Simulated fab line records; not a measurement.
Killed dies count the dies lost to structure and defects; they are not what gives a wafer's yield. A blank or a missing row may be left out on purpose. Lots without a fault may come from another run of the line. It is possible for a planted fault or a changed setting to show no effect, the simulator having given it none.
Split-lot experiment | flow n5 finfet | 39 wafers read from 7 lots, route of 1938 steps

ON THE SPLIT
At N5_HKMG_FIN_ETCH_54 (etches SiARC in CF4, target depth 45.5 nm, time 75.8 s), the setting bias w was moved away from the recipe's 36 W on 15 of the 39 wafers read, by -16.9% to +15.4%. This setting was run at the recipe's value on the other wafers.

The split's own step is where the reading is taken.

THE READING
rf vpp V, in V, at N5_HKMG_FIN_ETCH_54 (etches SiARC in CF4, target depth 45.5 nm, time 75.8 s). A value of 183.5 V with a standard deviation of 1 V is what fault-free wafers of this fab line usually give.

wafer  | tool, chamber at the split | bias w as run, W | against the recipe | rf vpp V, V | against lot-mates on the recipe
L076.1 | rie diel-04, 1             | 29.9             | -16.9%             | 162.8       | -20.4
L076.2 | rie diel-04, 3             | 36               | recipe             | 184.5       | -
L076.3 | rie diel-04, 0             | 36               | recipe             | 182.0       | -
L076.4 | rie diel-04, 2             | 29.9             | -16.9%             | 164.0       | -19.2
L076.5 | rie diel-04, 0             | 36               | recipe             | 183.2       | -
L076.6 | rie diel-04, 1             | 29.9             | -16.9%             | 162.4       | -20.8
L080.1 | rie diel-06, 2             | 41.53            | +15.4%             | 199.3       | +15.5
L080.2 | rie diel-06, 3             | 41.53            | +15.4%             | 203.1       | +19.3
L080.3 | rie diel-06, 1             | 36               | recipe             | 184.8       | -
L080.4 | rie diel-06, 0             | 36               | recipe             | 184.2       | -
L080.5 | rie diel-06, 2             | 41.53            | +15.4%             | 201.2       | +17.4
L080.6 | rie diel-06, 1             | 36               | recipe             | 182.5       | -
L084.1 | rie diel-04, 3             | 36               | recipe             | 184.1       | -
L084.2 | rie diel-04, 0             | 36               | recipe             | 184.1       | -
L084.6 | rie diel-04, 2             | 36               | recipe             | 184.9       | -
L087.1 | rie diel-03, 2             | 36               | recipe             | 183.8       | -
L087.2 | rie diel-03, 0             | 36               | recipe             | 185.0       | -
L087.3 | rie diel-03, 3             | 30.08            | -16.4%             | 165.8       | -17.9
L087.4 | rie diel-03, 1             | 30.08            | -16.4%             | 162.7       | -21.0
L087.5 | rie diel-03, 2             | 30.08            | -16.4%             | 163.9       | -19.8
L087.6 | rie diel-03, 1             | 36               | recipe             | 182.3       | -
L094.1 | rie diel-03, 1             | 39.8             | +10.6%             | 195.5       | +11.8
L094.2 | rie diel-03, 0             | 36               | recipe             | 183.7       | -
L094.3 | rie diel-03, 3             | 39.8             | +10.6%             | 198.6       | +14.9
L094.4 | rie diel-03, 2             | 36               | recipe             | 183.4       | -
L094.5 | rie diel-03, 1             | 39.8             | +10.6%             | 194.5       | +10.8
L094.6 | rie diel-03, 2             | 36               | recipe             | 184.1       | -
L095.1 | rie diel-06, 1             | 36               | recipe             | 183.6       | -
L095.2 | rie diel-06, 3             | 36               | recipe             | 183.9       | -
L095.3 | rie diel-06, 2             | 36               | recipe             | 182.2       | -
L095.4 | rie diel-06, 0             | 36               | recipe             | 181.5       | -
L095.5 | rie diel-06, 3             | 36               | recipe             | 184.2       | -
L095.6 | rie diel-06, 0             | 36               | recipe             | 183.2       | -
L096.1 | rie diel-06, 2             | 31.54            | -12.4%             | 166.6       | -17.0
L096.2 | rie diel-06, 0             | 36               | recipe             | 183.2       | -
L096.3 | rie diel-06, 1             | 36               | recipe             | 184.1       | -
L096.4 | rie diel-06, 3             | 36               | recipe             | 183.6       | -
L096.5 | rie diel-06, 3             | 31.54            | -12.4%             | 167.7       | -15.9
L096.6 | rie diel-06, 2             | 31.54            | -12.4%             | 168.9       | -14.7

FIT RESULTS
A straight line over all 39 wafers: rf vpp V changes by +1.2 V for each +1% of bias w; r = +0.99; the points scatter about the line by 1.2 V.
The same after taking each lot's own level away (the mean of its wafers on the recipe; 39 wafers): +1.19 V for each +1%; r = +0.99; scatter 1.1 V.
The reading moves by 20 V for the largest change in bias w, on that fit.
Measured against the standard deviation above, the lots' own levels, which go from 183.10 to 184.37 V, span 1.3 times it.
Hence the lot-to-lot level has little effect on the slope; both slopes agree.
Check: for one of the wafers moved furthest among these (-16.9%), held out of the fit, the line's prediction against its lot-mates is -20.3 V. It came out at -20.4 V against them.
Tool readings at the split's step, against how far the setting was moved: rf vpp V r = +0.99.

THESE WAFERS: OTHER SPLITS
These wafers also went through other splits before the reading. Each is held against what the fit with the lots' levels taken away leaves over:
other split on the same wafers  | wafers away from the commonest value | r with rf vpp V (lot level and that fit taken away)
N5_FIN_SAQP_ALD_61 temp c       | 18                                   | +0.01
N5_DUMMY_GATE_EXPOSE_12 dose mj | 15                                   | +0.02
N5_DUMMY_GATE_ETCH_37 source w  | 9                                    | -0.15
N5_SD_EPI_N_EPI_21 time s       | 15                                   | +0.03

THE FILE'S OWN FIT
rf vpp V changes by +1.19 V for each +1% of bias w, r = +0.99.
